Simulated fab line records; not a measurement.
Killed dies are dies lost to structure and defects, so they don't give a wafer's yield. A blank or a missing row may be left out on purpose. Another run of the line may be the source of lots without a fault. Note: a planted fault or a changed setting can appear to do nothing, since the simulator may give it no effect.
One fault through the eyes of 2 desks	flow nand-harc	what lay behind the numbers comes last; until then each desk has only its own

## DESK OF THE TOOL OWNER: litho-track-01
The tool's own readings at NHARC_A_BLC_PEB_08 (peb time 65 s): means of the sampled wafers that have a number, for each lot that ran on this tool. A lot is out of limits, marked OUT, if its mean lies more than 4 standard deviations from the usual mean; the brackets give that distance.
Columns: A = heater-power-total-W at NHARC_A_BLC_PEB_08, usual 156.6 W; B = plate-temp-C at NHARC_A_BLC_PEB_08, usual 99.97 C
lot	first seen here	A	B
L698	day 17 13:57	156.9	99.92
L701	day 17 20:26	157.0	100.09
L699	day 18 12:02	156.3	100.05
L700	day 18 20:14	156.4	99.99
L710	day 20 16:34	126.2 (-69) OUT	85.79 (-99 or more) OUT
L711	day 20 19:26	126.7 (-68) OUT	85.72 (-99 or more) OUT
This desk's finding: out of limits on L710, L711; first on L710, day 20 16:34 (heater-power-total-W at NHARC_A_BLC_PEB_08). In limits: L698, L701, L699, L700.

## FROM THE METROLOGY DESK
What the gauges read, lot by lot, whatever tool the lot ran on: means of the sampled wafers that have a number. A lot is out of limits, marked OUT, if its mean lies more than 4 standard deviations from the usual mean; the brackets give that distance.
Columns: A = cd-nm at NHARC_A_BLC_CD_MEAS_10, usual 99.9 nm
lot	first seen here	A
L698	day 17 14:02	100.6
L701	day 17 20:31	100.4
L702	day 18 06:07	100.7
L699	day 18 12:07	100.2
L703	day 18 19:35	100.2
L700	day 18 20:19	99.9
L710	day 20 16:38	22.8 (-83) OUT
L711	day 20 19:31	22.8 (-83) OUT
L712	day 21 06:17	98.1
L715	day 21 10:08	100.3
L717	day 22 03:20	100.6
L718	day 22 08:51	99.6
L716	day 22 16:04	98.3
L719	day 22 20:54	100.0
This desk's finding: out of limits on L710, L711; first on L710, day 20 16:38 (cd-nm at NHARC_A_BLC_CD_MEAS_10). In limits: L698, L701, L702, L699, L703, L700, L712, L715, L717, L718, L716, L719.

## TAKEN TOGETHER
On L710, L711, at day 20 16:34, an alarm was possible from the tool owner's desk.
The metrology desk could have raised an alarm at day 20 16:38, on L710, L711.
All the named lots went through NHARC_A_BLC_PEB_08 on litho-track-01.

## WHAT HAD BEEN PUT IN BY THE SIMULATOR
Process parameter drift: litho-track-01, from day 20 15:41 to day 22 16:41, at NHARC_A_BLC_PEB_08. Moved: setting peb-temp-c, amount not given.
Shown lots that were struck: L710, L711.
Counting hours from when the fault started, the first reading out of limits came at 1 for the tool owner's desk and at 1 for the metrology desk.
